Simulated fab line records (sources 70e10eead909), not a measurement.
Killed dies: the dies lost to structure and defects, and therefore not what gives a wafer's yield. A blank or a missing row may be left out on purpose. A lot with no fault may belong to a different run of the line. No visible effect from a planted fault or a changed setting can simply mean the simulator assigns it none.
fab line records -- flow nandHarc
record: lots: 12, wafers: 34, lastDay: 24
route steps=1159 shown A_M0@1004 A_M1@1043
lots with no fault: from the same line, run without faults
startH: hours from the record's first day to the start of the lot's first wafer shown -- waitH: hours elapsed since this lot's preceding step -- " same as the row above -- L1.1+2: a single row standing in for several wafers -- - either no value or no given start -- * or withheld: withheld -- < > ~ a bound
route shown NAME@n: a module of which the file shows steps, and the number in the route of the first -- usual: the fault-free wafers' mean and standard deviation -- same: alike in all rows -- chamber/n: place in a boat -- sites: each site's reading -- _std_site: the values' standard deviation -- _edge_site: outer sites' mean less inner sites' -- radiusMm: for every site, how far away it sits from the centre of the wafer -- mask NAME#n: copy n -- behind: the tool/chamber that last shaped the wafer -- hold: why the lot was held/for how many hours/how that ended -- device: whichever transistor did not switch (one of n, p or np) -- end of line: the tests these same wafers got at the end of their route -- a step without rows: its recipe alone -- killed: at the first sort, the dies lost to defects and structure; wafer yield is something else -- map: shows each die of a wafer: x if killed, . if not, _ if none is there
set.NAME: the setting that was run; set.NAME@STEP: the one run at that earlier step -- model.NAME: the simulator's own value behind a step, which no gauge read
steps of the route over a sample of lots; a table a step, a row a wafer
services: when a tool's chamber went out of use (startH, in hours from the record's first day, below 0 if earlier), for how many hours, and the reason
== steps ==
step: NHARC_A_M0_CD_MEAS_09
recipe: targetCdNm: 80, landingEnergyEv: 500
usual: cdNm: 80.1/0.63
lot.wafer,tool,chamber,startH,waitH,cdNm
L536.2,cdSem-03,0,402.85,-,79.3
L536.3,cdSem-03,0,402.85,-,80.9
L536.4,cdSem-03,0,402.85,-,81.7
L539.1,cdSem-02,0,426.22,-,80.4
L539.5,cdSem-02,0,426.22,-,80.6
L539.6,cdSem-02,0,426.22,-,80.7
L542.1,cdSem-02,0,434.86,-,79.4
L542.3,cdSem-02,0,434.86,-,80.1
L542.6,cdSem-02,0,434.86,-,80.0
L540.1,cdSem-02,0,435.69,-,80.0
L540.2,cdSem-02,0,435.69,-,80.6
L540.4,cdSem-02,0,435.69,-,80.0
L548.1,cdSem-03,0,459.31,-,80.5
L548.5,cdSem-03,0,459.31,-,80.5
L548.6,cdSem-03,0,459.31,-,80.0
L550.2,cdSem-01,0,473.47,-,79.8
L550.3,cdSem-01,0,473.47,-,80.4
L552.4,cdSem-03,0,498.38,-,80.1
L552.5,cdSem-03,0,498.38,-,79.0
L554.4,cdSem-01,0,515.02,-,79.4
L554.5,cdSem-01,0,515.02,-,78.4
L554.6,cdSem-01,0,515.02,-,79.7
L555.1,cdSem-01,0,515.39,-,79.4
L555.3,cdSem-01,0,515.39,-,80.7
L555.4,cdSem-01,0,515.39,-,80.0
L556.4,cdSem-02,0,520.88,-,80.1
L556.5,cdSem-02,0,520.88,-,80.8
L556.6,cdSem-02,0,520.88,-,79.7
L558.3,cdSem-02,0,535.48,-,81.2
L558.4,cdSem-02,0,535.48,-,79.4
L558.6,cdSem-02,0,535.48,-,79.0
L559.1,cdSem-02,0,543.31,-,80.1
L559.2,cdSem-02,0,543.31,-,79.8
L559.4,cdSem-02,0,543.31,-,79.6
step: NHARC_A_M0_OVL_MEAS_10
recipe: pitchNm: 160
usual: overlayXNm: 0.1/0.69, overlayYNm: -0.2/0.86
lot.wafer,tool,chamber,startH,waitH,overlayXNm,overlayYNm
L536.2,overlay-01,-,402.94,-,0.8,-0.6
L536.3,overlay-01,-,402.94,-,1.1,-0.6
L536.4,overlay-01,-,402.94,-,0.3,-0.5
L539.1,overlay-02,-,426.31,-,-1.1,-0.4
L539.5,overlay-02,-,426.31,-,-0.4,0.4
L539.6,overlay-02,-,426.31,-,-0.7,0.2
L542.1,overlay-02,-,434.95,-,-0.3,-0.3
L542.3,overlay-02,-,434.95,-,-0.3,0.8
L542.6,overlay-02,-,434.95,-,0.3,0.2
L540.1,overlay-02,-,435.78,-,-0.9,0.2
L540.2,overlay-02,-,435.78,-,-0.3,0.3
L540.4,overlay-02,-,435.78,-,-0.1,0.1
L548.1,overlay-01,-,459.40,-,-1.1,-0.8
L548.5,overlay-01,-,459.40,-,-0.4,-0.5
L548.6,overlay-01,-,459.40,-,-1.2,-0.7
L550.2,overlay-01,-,473.56,-,0.0,-0.4
L550.3,overlay-01,-,473.56,-,0.1,-0.6
L552.4,overlay-02,-,498.46,-,-0.2,-0.5
L552.5,overlay-02,-,498.46,-,-0.1,-1.0
L554.4,overlay-02,-,515.10,-,0.8,0.1
L554.5,overlay-02,-,515.10,-,1.2,-0.2
L554.6,overlay-02,-,515.10,-,0.4,0.0
L555.1,overlay-01,-,515.48,-,-1.3,0.2
L555.3,overlay-01,-,515.48,-,-0.6,-0.4
L555.4,overlay-01,-,515.48,-,-0.8,-0.4
L556.4,overlay-01,-,520.96,-,0.1,-1.3
L556.5,overlay-01,-,520.96,-,0.0,-1.3
L556.6,overlay-01,-,520.96,-,0.8,-1.4
L558.3,overlay-02,-,535.57,-,0.3,1.2
L558.4,overlay-02,-,535.57,-,0.8,1.3
L558.6,overlay-02,-,535.57,-,0.5,1.1
L559.1,overlay-02,-,543.40,-,0.2,0.4
L559.2,overlay-02,-,543.40,-,0.3,0.9
L559.4,overlay-02,-,543.40,-,0.3,0.9
step: NHARC_A_M1_STRIP_18
recipe: powerW: 1000, n2FlowSccm: 150, h2FlowSccm: 150, arFlowSccm: 0, biasW: 0, chemistry: N2/H2
usual: drypumpMotorCurrentA: 5.6/0.51, oesProductAu: 1.000/0.0099, powerW: 999.2/2.6, rfVppV: 90.6/0.94, showerheadPlenumPTorr: 2.03/0.1, throttleValvePct: 14.171/0.0085
same: biasW: 0
lot.wafer,tool,chamber,startH,waitH,drypumpMotorCurrentA,oesProductAu,powerW,rfHoursCounterH,rfVppV,showerheadPlenumPTorr,throttleValvePct
L536.2,rieDiel-06,1,407.45,0.1,6.3,0.993,1002.2,11.1,89.1,1.90,14.170
L536.3,rieDiel-06,2,407.45,0.1,5.8,0.986,998.4,11.6,89.8,1.93,14.177
L536.4,rieDiel-06,3,407.45,0.1,4.7,0.987,997.2,-,90.4,2.12,14.159
L539.1,rieDiel-04,3,430.91,0.1,5.4,0.993,998.6,7.3,90.8,1.99,14.151
L539.5,rieDiel-04,1,430.91,0.1,6.0,1.016,999.4,-,89.3,1.96,14.182
L539.6,rieDiel-04,2,430.91,0.1,5.8,0.998,1001.7,-,91.1,1.96,14.184
L542.1,rieDiel-06,1,439.56,0.1,6.3,0.992,993.8,0.6,88.4,1.90,14.174
L542.3,rieDiel-06,3,439.56,0.1,4.7,0.997,996.8,0.4,91.5,2.12,14.178
L542.6,rieDiel-06,1,439.56,0.1,6.3,1.002,997.2,-,90.7,1.90,14.166
L540.4,rieDiel-06,0,440.38,0.1,5.8,1.005,995.9,0.7,90.6,2.01,14.184
L540.1,rieDiel-06,1,440.38,0.1,6.3,0.999,1001.0,0.8,90.3,1.90,14.167
L540.2,rieDiel-06,2,440.38,0.1,5.8,0.986,994.7,0.6,90.2,1.93,14.175
L548.1,rieDiel-06,1,464.05,0.1,6.3,1.000,997.5,2.2,89.8,1.90,14.174
L548.6,rieDiel-06,3,464.05,0.1,4.7,1.000,996.5,-,90.4,2.12,14.171
L548.5,rieDiel-06,0,464.05,0.1,5.8,1.014,996.3,-,90.4,2.01,14.176
L550.3,rieDiel-10,0,478.55,0.1,4.9,1.007,998.3,3.0,89.3,1.94,14.173
L550.2,rieDiel-10,1,478.55,0.1,5.0,0.992,1000.1,2.9,90.6,2.18,14.170
L552.4,rieDiel-04,2,503.04,0.1,5.8,0.988,1000.2,0.5,89.6,1.96,14.166
L552.5,rieDiel-04,2,503.04,0.1,5.8,1.000,1001.5,-,89.8,1.96,14.197
L554.4,rieDiel-10,3,520.27,0.1,6.4,1.002,994.4,3.7,91.0,2.06,14.178
L554.6,rieDiel-10,0,520.27,0.1,4.9,0.998,999.5,-,89.2,1.94,14.171
L554.5,rieDiel-10,1,520.27,0.1,5.0,0.993,998.4,-,91.6,2.18,14.166
L555.3,rieDiel-10,1,521.04,0.1,5.0,0.999,999.3,3.7,90.3,2.18,14.176
L555.4,rieDiel-10,2,521.04,0.1,5.8,0.984,1001.3,3.8,92.1,2.17,14.171
L555.1,rieDiel-10,0,521.04,0.1,4.9,1.010,998.4,3.7,89.5,1.94,14.170
L556.4,rieDiel-06,0,525.51,0.1,5.8,1.003,993.8,6.7,91.3,2.01,14.182
L556.6,rieDiel-06,2,525.51,0.1,5.8,0.993,1005.4,-,90.7,1.93,14.167
L556.5,rieDiel-06,3,525.51,0.1,4.7,0.993,1001.6,-,91.3,2.12,14.188
L558.3,rieDiel-04,3,540.37,0.2,5.5,1.005,999.5,-,90.4,1.99,14.175
L558.4,rieDiel-04,1,540.37,0.2,6.0,1.005,1000.8,-,89.4,1.96,14.177
L558.6,rieDiel-04,1,540.37,0.2,6.0,1.000,1000.6,-,89.4,1.96,14.172
L559.1,rieDiel-10,1,547.96,0.1,5.0,1.014,999.7,0.2,92.3,2.18,14.187
L559.4,rieDiel-10,2,547.96,0.1,5.8,1.000,998.9,0.2,92.0,2.17,14.171
L559.2,rieDiel-10,3,547.96,0.1,6.4,1.009,998.7,0.2,91.2,2.06,14.188
step: NHARC_A_M1_CMP_23
recipe: tOverpolishS: 20, targetThkNm: 154.34
usual: edgeZonePressureFrac: 1.000/0.0046, motorCurrentA: 12.1/1.1, timeToEndpointS: 29/3.1
lot.wafer,tool,chamber,startH,waitH,edgeZonePressureFrac,motorCurrentA,timeToEndpointS
L536.4,cmp-03,1,409.23,-,0.994,13.1,24
L536.3,cmp-03,2,409.23,-,1.001,12.7,32
L536.2,cmp-03,3,409.23,-,1.003,10.9,28
L539.1,cmp-03,2,432.66,-,1.002,12.5,31
L539.5,cmp-03,3,432.66,-,0.997,11.7,29
L539.6,cmp-03,0,432.66,-,0.997,11.8,24
L542.1,cmp-02,1,441.31,-,0.991,12.7,24
L542.3,cmp-02,0,441.31,-,0.998,12.0,32
L542.6,cmp-02,1,441.31,-,0.990,13.1,24
L540.2,cmp-04,1,442.11,-,0.999,11.0,30
L540.4,cmp-04,3,442.11,-,1.002,11.9,31
L540.1,cmp-04,0,442.11,-,1.001,13.3,33
L548.1,cmp-04,2,466.01,-,1.000,13.0,29
L548.6,cmp-04,0,466.01,-,1.007,13.3,30
L548.5,cmp-04,1,466.01,-,1.015,11.6,29
L550.2,cmp-04,0,480.29,-,0.998,13.3,32
L550.3,cmp-04,1,480.29,-,1.006,11.8,14
L552.4,cmp-04,0,504.74,-,0.999,13.2,34
L552.5,cmp-04,1,504.74,-,1.010,11.5,31
L554.4,cmp-03,1,522.11,-,1.004,13.7,28
L554.5,cmp-03,3,522.11,-,0.997,11.9,33
L554.6,cmp-03,0,522.11,-,0.996,11.9,26
L555.1,cmp-03,1,522.80,-,0.999,13.4,24
L555.3,cmp-03,2,522.80,-,1.003,12.5,34
L555.4,cmp-03,3,522.80,-,1.003,11.7,30
L556.4,cmp-03,0,527.22,-,0.996,11.3,24
L556.5,cmp-03,3,527.22,-,1.005,11.8,30
L556.6,cmp-03,0,527.22,-,0.993,12.0,27
L558.4,cmp-02,0,542.27,-,1.005,11.7,33
L558.3,cmp-02,1,542.27,-,1.010,13.4,26
L558.6,cmp-02,2,542.27,-,1.007,10.0,30
L559.2,cmp-02,1,550.31,-,0.995,12.2,23
L559.4,cmp-02,2,550.31,-,1.001,10.3,25
L559.1,cmp-02,3,550.31,-,0.998,13.8,25
step: NHARC_A_M1_THK_MEAS_24
recipe: thkMeasGauge: xrf
usual: thkNm: 154.2/1.7
lot.wafer,tool,chamber,startH,waitH,thkNm
L536.2,filmMetro-02,-,409.54,-,157.2
L536.3,filmMetro-02,-,409.54,-,156.8
L536.4,filmMetro-02,-,409.54,-,154.2
L539.1,filmMetro-02,-,432.89,-,155.6
L539.5,filmMetro-02,-,432.89,-,155.8
L539.6,filmMetro-02,-,432.89,-,151.4
L542.1,filmMetro-02,-,441.63,-,152.3
L542.3,filmMetro-02,-,441.63,-,154.2
L542.6,filmMetro-02,-,441.63,-,150.9
L540.1,filmMetro-02,-,442.42,-,154.2
L540.2,filmMetro-02,-,442.42,-,154.4
L540.4,filmMetro-02,-,442.42,-,157.4
L548.1,filmMetro-02,-,466.28,-,155.4
L548.5,filmMetro-02,-,466.28,-,153.7
L548.6,filmMetro-02,-,466.28,-,156.4
L550.2,filmMetro-02,-,480.58,-,153.6
L550.3,filmMetro-02,-,480.58,-,148.2
L552.4,filmMetro-01,-,505.06,-,157.9
L552.5,filmMetro-01,-,505.06,-,155.3
L554.4,filmMetro-01,-,522.37,-,150.6
L554.5,filmMetro-01,-,522.37,-,156.6
L554.6,filmMetro-01,-,522.37,-,152.8
L555.1,filmMetro-01,-,523.11,-,152.6
L555.3,filmMetro-01,-,523.11,-,153.0
L555.4,filmMetro-01,-,523.11,-,153.4
L556.4,filmMetro-02,-,527.51,-,153.4
L556.5,filmMetro-02,-,527.51,-,157.0
L556.6,filmMetro-02,-,527.51,-,155.5
L558.3,filmMetro-02,-,542.53,-,155.4
L558.4,filmMetro-02,-,542.53,-,155.4
L558.6,filmMetro-02,-,542.53,-,155.2
L559.1,filmMetro-01,-,550.62,-,154.7
L559.2,filmMetro-01,-,550.62,-,154.2
L559.4,filmMetro-01,-,550.62,-,153.4
== services ==
tool,chamber,startH,hours,kind
rieDiel-06,0,395.45,15.0,repair
cmp-04,-,399.07,4.0,pm
cmp-03,-,414.55,3.9,repair
cmp-02,-,415.29,1.5,repair
rieDiel-06,-,418.21,9.0,pm
cmp-02,-,422.56,4.0,pm
cmp-03,-,429.16,0.6,repair
cmp-03,-,450.00,4.0,pm
cmp-04,-,461.21,1.9,repair
rieDiel-04,-,465.90,9.0,pm
cmp-04,-,466.23,4.2,repair
cmp-03,-,468.35,0.7,repair
rieDiel-06,3,477.56,6.1,repair
rieDiel-04,2,493.21,5.8,repair
cmp-04,-,497.21,4.0,pm
cmp-02,-,508.52,2.3,repair
cmp-03,-,514.12,0.9,repair
cmp-02,-,520.59,4.0,pm
cmp-03,-,523.79,0.6,repair
cmp-03,-,529.96,3.3,repair
rieDiel-10,-,530.78,9.0,pm
cmp-03,-,541.11,0.8,repair
cmp-03,-,548.14,4.0,pm
rieDiel-10,1,550.19,4.1,repair
== key ==
firstSign: step: NHARC_A_M1_CMP_23, reading: timeToEndpointS, direction: down, sigmas: 4.7, usual: *, struck: *
effect: step: NHARC_A_M1_THK_MEAS_24, reading: thkNm, direction: down, sigmas: 3.5, usual: 154.2, struck: 148.2
metAt NHARC_A_M1_CMP_23
struckLots L550
struckWafers L550.3
notActingAt NHARC_A_M0_CD_MEAS_09,NHARC_A_M0_OVL_MEAS_10,NHARC_A_M1_STRIP_18
onsetBetween 466.01 480.29
fault: kind: processParameterDrift, tool: cmp-04, chamber: -, onsetH: 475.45, steps: NHARC_A_M1_CMP_23, channel: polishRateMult, offset: 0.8, shape: step, endH: 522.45, scope: struckWafersOnly
